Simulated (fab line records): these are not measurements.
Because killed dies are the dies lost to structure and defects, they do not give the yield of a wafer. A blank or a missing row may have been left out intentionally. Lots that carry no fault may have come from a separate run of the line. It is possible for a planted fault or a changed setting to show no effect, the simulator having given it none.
Matching of chambers    flow n5 finfet    N5_HKMG_FIN_ALD_74 on ald hk-02 has 3 sister chambers
The step deposits La2O3, target thk 0.5 nm, pulse time 6 s, co reactant pulse time 1 s. 16 wafers are shown with their chamber, then 7 later ones without.

== WAFERS WITH THEIR CHAMBER ==
wafer   chamber  heater power w (W)  precursor pulse height rel
L075.1  2        326                 0.989
L075.3  1        336                 0.992
L075.6  2        322                 1.027
L078.2  3        352                 1.000
L078.4  2        322                 1.014
L078.6  3        357                 0.962
L082.2  1        331                 0.998
L082.5  3        343                 1.013
L082.6  2        321                 1.031
L085.1  1        321                 0.968
L085.2  2        342                 1.020
L085.3  3        342                 1.002
L088.3  2        321                 0.982
L088.5  1        329                 0.985
L088.6  2        331                 0.995
L091.1  3        351                 0.999

SIGNATURES (averages over the wafers above)
reading                     chamber 1  chamber 2  chamber 3  scatter within a chamber
heater power w              329.25     326.43     349.00     7.02
precursor pulse height rel  0.98575    1.00829    0.99520    0.0182
Rule: a wafer's distance from a chamber is the root of the sum, over the readings, of the square of ((its reading less the chamber's mean) divided by the reading's scatter). The wafer belongs to the nearest chamber; if the next one is less than 2 further off, it can't be placed. The scatter is the square root of a quotient: the sum, over the shown wafers, of each reading's squared deviation from its chamber's mean, divided by wafers minus chambers.

== WAFERS WHOSE CHAMBER IS MISSING ==
wafer   heater power w (W)  precursor pulse height rel
L091.2  331                 0.972
L091.4  337                 0.983
L094.2  332                 0.980
L094.3  351                 0.984
L094.4  330                 1.030
L097.1  345                 0.998
L097.2  326                 1.007

== CHAMBER TAKEN BY EACH ==
wafer   from the rows above           in truth
L091.2  can't be placed: 1 or 2       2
L091.4  can't be placed: 1 or 3 or 2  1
L094.2  can't be placed: 1 or 2       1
L094.3  3                             3
L094.4  can't be placed: 2 or 1       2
L097.1  can't be placed: 3 or 1       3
L097.2  can't be placed: 2 or 1       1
Placed correctly: 1 of 7. Unplaceable from these rows: 6, with the true chamber sitting among the candidates in 6. Placed wrongly: 0.
